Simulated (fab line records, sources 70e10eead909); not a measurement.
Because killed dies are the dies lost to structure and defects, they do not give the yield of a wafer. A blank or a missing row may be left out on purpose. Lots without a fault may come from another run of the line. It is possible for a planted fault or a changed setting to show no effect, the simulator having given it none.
The tool behind it: which one? | flow nand-harc | 13 lots, 39 wafers sampled, at 4 steps of a route of 1302

## WHAT THE GAUGES SHOWED, per wafer
NHARC_END_SORT_01.
lot  | measured     | on        | killed-at-array | killed-at-other | killed-at-periphery | killed-dies | killed-open | killed-short
L354 | day 25 10:07 | prober-02 | 77 138 65       | 0 1 0           | 6 2 1               | 83 141 66   | 1 2 1       | 1 4 0

## TOOL THAT RAN EACH LOT (tool first, then ch and the chambers of the sampled wafers, then the start)
lot  | NHARC_A_STAIRCASE_ALD_420        | NHARC_A_BONDPAD_CMP_19        | NHARC_THIN_TSV_DEGAS_49
L349 | ald-hk-02 ch 1,2,3, day 16 06:14 | cmp-03 ch 0,1,3, day 22 09:22 | pvd-sputter-01, day 23 00:34
L348 | ald-hk-03 ch 1,2, day 16 23:19   | cmp-01 ch 1,2, day 22 23:02   | pvd-sputter-02, day 23 14:34
L351 | ald-hk-02 ch 0,1,3, day 17 04:43 | cmp-03 ch 0,3, day 22 21:32   | pvd-sputter-02, day 23 13:15
L354 | ald-hk-02 ch 2,3, day 18 16:59   | cmp-04 ch 0,1,2, day 24 07:52 | pvd-sputter-02, day 24 20:15
L356 | ald-hk-04 ch 0,1,2, day 19 14:10 | cmp-04 ch 1,2,3, day 25 17:02 | pvd-sputter-03, day 26 09:53
L355 | ald-hk-03 ch 0,2,3, day 19 14:29 | cmp-01 ch 0,1,3, day 25 16:40 | pvd-sputter-02, day 26 08:21
L363 | ald-hk-03 ch 0,1,2, day 22 08:31 | cmp-04 ch 0,1, day 28 06:35   | pvd-sputter-02, day 31 17:50
L364 | ald-hk-02 ch 0,3, day 22 20:48   | cmp-01 ch 0,2,3, day 28 16:16 | pvd-sputter-03, day 31 18:55
L365 | ald-hk-03 ch 0,3, day 23 05:52   | cmp-04 ch 0,2,3, day 28 19:09 | pvd-sputter-03, day 31 20:10
L366 | ald-hk-04 ch 0,1,2, day 23 21:08 | cmp-01 ch 0,2,3, day 29 10:48 | pvd-sputter-03, day 31 21:23
L368 | ald-hk-02 ch 0,1,2, day 24 21:59 | cmp-03 ch 0,1,3, day 30 16:55 | pvd-sputter-03, day 32 01:12
L369 | ald-hk-02 ch 1,2,3, day 25 00:47 | cmp-04 ch 1,2,3, day 30 15:51 | pvd-sputter-03, day 31 23:47
L371 | ald-hk-02 ch 1,2,3, day 26 00:52 | cmp-03 ch 2,3, day 31 18:00   | pvd-sputter-03, day 32 08:53
- NHARC_A_STAIRCASE_ALD_420: deposits SiO2, target thk 20 nm, pulse time 6 s, ald cycles 200.
- NHARC_A_BONDPAD_CMP_19: polishes, t overpolish 30 s, cu recess touch 16 s, target thk 169.82 nm.
- NHARC_THIN_TSV_DEGAS_49: time 120 s.

## WHAT THE TOOLS THEMSELVES READ (means of the sampled wafers that have a number; where no wafer has one, the mark that the record gives instead)
NHARC_A_STAIRCASE_ALD_420.
lot  | tool      | heater-power-outer-w (W) | heater-power-w (W) | precursor-pulse-height-rel
L349 | ald-hk-02 | 275                      | 484                | 1.002
L348 | ald-hk-03 | 252                      | 448                | 0.999
L351 | ald-hk-02 | 286                      | 495                | 0.993
L354 | ald-hk-02 | 242                      | 458                | 0.998
L356 | ald-hk-04 | 287                      | 515                | 1.014
L355 | ald-hk-03 | 251                      | 428                | 1.012
L363 | ald-hk-03 | 267                      | 457                | 1.004
L364 | ald-hk-02 | 269                      | 492                | 1.011
L365 | ald-hk-03 | 260                      | 454                | 1.007
L366 | ald-hk-04 | 288                      | 516                | 0.992
L368 | ald-hk-02 | 272                      | 463                | 0.986
L369 | ald-hk-02 | 262                      | 464                | 0.996
L371 | ald-hk-02 | 268                      | 472                | 1.002

NHARC_A_BONDPAD_CMP_19.
lot  | tool   | motor-current-A (A) | overpolish-run-s (s)
L349 | cmp-03 | 11.9                | 30.005
L348 | cmp-01 | 12.3                | 29.998
L351 | cmp-03 | 12.3                | 30.007
L354 | cmp-04 | 11.9                | 29.993
L356 | cmp-04 | 11.7                | 30.000
L355 | cmp-01 | 12.8                | 30.002
L363 | cmp-04 | 12.1                | 30.009
L364 | cmp-01 | 12.9                | 29.998
L365 | cmp-04 | 12.4                | 29.993
L366 | cmp-01 | 13.3                | 30.000
L368 | cmp-03 | 11.6                | 29.999
L369 | cmp-04 | 11.4                | 30.005
L371 | cmp-03 | 13.1                | 30.002

NHARC_THIN_TSV_DEGAS_49.
lot  | tool           | heater-power-w (W)
L349 | pvd-sputter-01 | 438
L348 | pvd-sputter-02 | 443
L351 | pvd-sputter-02 | 417
L354 | pvd-sputter-02 | 434
L356 | pvd-sputter-03 | 457
L355 | pvd-sputter-02 | 398
L363 | pvd-sputter-02 | 398
L364 | pvd-sputter-03 | 485
L365 | pvd-sputter-03 | 449
L366 | pvd-sputter-03 | 506
L368 | pvd-sputter-03 | 496
L369 | pvd-sputter-03 | 473
L371 | pvd-sputter-03 | 471

## THE ANSWER, worked out from the rows above alone
Rule: usual is defined by the lots themselves. Put in order of their means at a reading, lots are off if they are a third of the lots or fewer, leave a main group of 4 or more, and stand apart from it by a gap of 3 or more times the standard deviation of the main group's means; of several such gaps the widest counts. A main group whose means are all the same, to the digits that the tables above print for the reading, isn't used. A lot without any number at a reading at which 4 lots or more have one is off too. Where the step has rows for the other lots, those lots are counted as sound. Order of review: gauges by route order, followed by the tools' own readings, for which a lot's mean as printed above is used. At the first step where some lot is off, the reading lying furthest off is the one used; lots without a number count as furthest.
None of the lots is off at any reading shown; this tells nothing.

## WHAT HAD BEEN PUT IN BY THE SIMULATOR
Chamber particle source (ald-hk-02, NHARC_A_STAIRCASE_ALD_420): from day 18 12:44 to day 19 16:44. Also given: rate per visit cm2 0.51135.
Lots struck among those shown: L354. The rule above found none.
